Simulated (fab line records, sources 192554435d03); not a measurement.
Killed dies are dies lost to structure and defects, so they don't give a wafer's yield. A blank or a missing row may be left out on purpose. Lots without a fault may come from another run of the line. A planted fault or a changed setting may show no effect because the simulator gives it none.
Split-lot experiment | flow n5_finfet | 7 lots, 21 wafers read, on a route of 1938 steps

THE SPLIT
At N5_BEOL_M12_ETCH_38 (etches SiCN in CF4/N2, target depth 68.7 nm, time 73.4 s), the setting time_s was moved away from the recipe's 73.4 s on 3 of the 21 wafers read, by -11.9% to +10.7%. The other wafers ran this setting at the recipe's value.

The reading is taken at the split's own step.

THE READING
etch.depth_nm (the simulator's own value, which no gauge read), in nm, at N5_BEOL_M12_ETCH_38 (etches SiCN in CF4/N2, target depth 68.7 nm, time 73.4 s). The file gives no usual value for it. The 18 wafers here that ran the recipe average 59.30 nm, standard deviation 1.2 nm.

wafer  | tool, chamber at the split | time_s as run, s | against the recipe | etch.depth_nm, nm | against lot-mates on the recipe
L077.1 | rie_diel-04, 3             | 73.4             | recipe             | 59.64             | -
L077.4 | rie_diel-04, 2             | 73.4             | recipe             | 58.49             | -
L077.5 | rie_diel-04, 2             | 73.4             | recipe             | 57.76             | -
L081.1 | rie_diel-02, 3             | 73.4             | recipe             | 59.87             | -
L081.3 | rie_diel-02, 0             | 73.4             | recipe             | 60.97             | -
L081.6 | rie_diel-02, 1             | 73.4             | recipe             | 59.24             | -
L084.1 | rie_diel-02, 0             | 73.4             | recipe             | 60.81             | -
L084.4 | rie_diel-02, 3             | 73.4             | recipe             | 59.68             | -
L084.6 | rie_diel-02, 2             | 73.4             | recipe             | 57.05             | -
L083.1 | rie_diel-02, 0             | 73.4             | recipe             | 60.52             | -
L083.2 | rie_diel-02, 1             | 73.4             | recipe             | 58.33             | -
L083.4 | rie_diel-02, 0             | 73.4             | recipe             | 60.75             | -
L089.3 | rie_diel-02, 0             | 73.4             | recipe             | 61.09             | -
L089.4 | rie_diel-02, 0             | 81.23            | +10.7%             | 67.46             | +7.24
L089.5 | rie_diel-02, 1             | 73.4             | recipe             | 59.35             | -
L093.1 | rie_diel-03, 3             | 64.63            | -11.9%             | 51.4              | -6.74
L093.5 | rie_diel-03, 3             | 73.4             | recipe             | 58.14             | -
L093.6 | rie_diel-03, 1             | 64.63            | -11.9%             | 49.85             | -8.29
L095.4 | rie_diel-03, 1             | 73.4             | recipe             | 57.11             | -
L095.5 | rie_diel-03, 3             | 73.4             | recipe             | 58.91             | -
L095.6 | rie_diel-03, 0             | 73.4             | recipe             | 59.75             | -

THE FIT
A straight line over all 21 wafers: etch.depth_nm changes by +0.738 nm for each +1% of time_s; r = +0.94; the points scatter about the line by 1.2 nm.
The same after taking each lot's own level away (the mean of its wafers on the recipe; 21 wafers): +0.644 nm for each +1%; r = +0.94; scatter 1 nm.
On that fit, the largest move of time_s shifts the reading by 7.7 nm.
The lots' own levels span 58.140 to 60.220 nm, that is 1.7 times the standard deviation above.
So the lot-to-lot level changes the slope: the two fits differ.
Check: with one of the wafers moved furthest among these (-11.9%) left out of the fit, the line predicts -8.22 nm for it against its lot-mates. It came out at -6.74 nm against them.

OTHER SPLITS ON THESE WAFERS
These wafers also went through other splits before the reading. Each is held against what the fit with the lots' levels taken away leaves over:
other split on the same wafers   | wafers away from the commonest value | r with etch.depth_nm (lot level and that fit taken away)
N5_BEOL_M9_TRENCH_ETCH_37 time_s | 3                                    | -0.21
N5_BEOL_M10_COAT_64 spin_rpm     | 9                                    | -0.03
N5_BEOL_M11_ETCH_41 time_s       | 12                                   | +0.08

THE FILE'S OWN FIT
etch.depth_nm changes by +0.651 nm for each +1% of time_s, r = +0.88.
